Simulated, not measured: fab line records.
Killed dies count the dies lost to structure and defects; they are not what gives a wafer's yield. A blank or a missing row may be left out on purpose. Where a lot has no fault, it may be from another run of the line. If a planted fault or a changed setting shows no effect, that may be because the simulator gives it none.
Chamber matching | flow nand_harc | 4 sister chambers for NHARC_P_M0_CMP_23 on cmp-03
The step polishes, t overpolish 20 s, target thk 117.53 nm. 14 wafers are shown with their chamber, then 6 later ones without.

## WAFERS PAIRED WITH THEIR CHAMBERS
wafer  | chamber | motor_current_A (A) | pad_life_wafers | slurry_filter_dp_kPa (kPa)
L074.3 | 3       | 12.7                | 301             | 13.88
L075.2 | 3       | 13.0                | 380             | 13.49
L075.3 | 2       | 12.8                | 379             | 13.52
L076.2 | 1       | 14.5                | 390             | 13.41
L077.2 | 0       | 11.2                | 414             | 13.33
L077.3 | 3       | 13.0                | 417             | 13.41
L080.2 | 0       | 11.6                | 7               | 13.55
L080.4 | 3       | 13.4                | 6               | 13.71
L088.1 | 1       | 14.5                | 177             | 13.58
L088.2 | 0       | 11.6                | 176             | 13.57
L088.4 | 3       | 12.6                | 175             | 13.42
L091.1 | 0       | 11.6                | 385             | 13.61
L091.2 | 3       | 12.7                | 384             | 13.64
L091.3 | 1       | 14.2                | 386             | 13.50

SIGNATURES (means of the wafers above)
reading              | chamber 0 | chamber 1 | chamber 2 | chamber 3 | scatter within a chamber
motor_current_A      | 11.500    | 14.400    | 12.800    | 12.900    | 0.249
pad_life_wafers      | 245.50    | 317.67    | 379.00    | 277.17    | 163
slurry_filter_dp_kPa | 13.5150   | 13.4967   | 13.5200   | 13.5917   | 0.153
Rule: distance of a wafer from a chamber = root of the sum over the readings of ((wafer's reading minus chamber's mean) / reading's scatter) squared. If the next closest chamber is less than 2 further off than the closest, the wafer can't be placed; otherwise it belongs to the closest. How the scatter is found: for the shown wafers, subtract from each reading the mean of its chamber, square and add these, divide the total by (wafers less chambers), then take the root.

## WAFERS WITHOUT THEIR CHAMBER
wafer  | motor_current_A (A) | pad_life_wafers | slurry_filter_dp_kPa (kPa)
L093.1 | 12.8                | 411             | 13.50
L093.4 | 12.9                | 408             | 13.41
L094.2 | 12.5                | 480             | 13.46
L094.4 | 14.5                | 483             | 13.45
L095.2 | 15.2                | 499             | 13.47
L096.1 | 14.4                | 558             | 13.45

## CHAMBER TAKEN BY EACH
wafer  | from the rows above     | in truth
L093.1 | can't be placed: 2 or 3 | 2
L093.4 | can't be placed: 2 or 3 | 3
L094.2 | can't be placed: 2 or 3 | 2
L094.4 | 1                       | 1
L095.2 | 1                       | 1
L096.1 | 1                       | 1
3 of 6 placed correctly. Can't be placed from these rows: 3 (the true chamber is among the candidates in 3). Wrongly placed: 0.
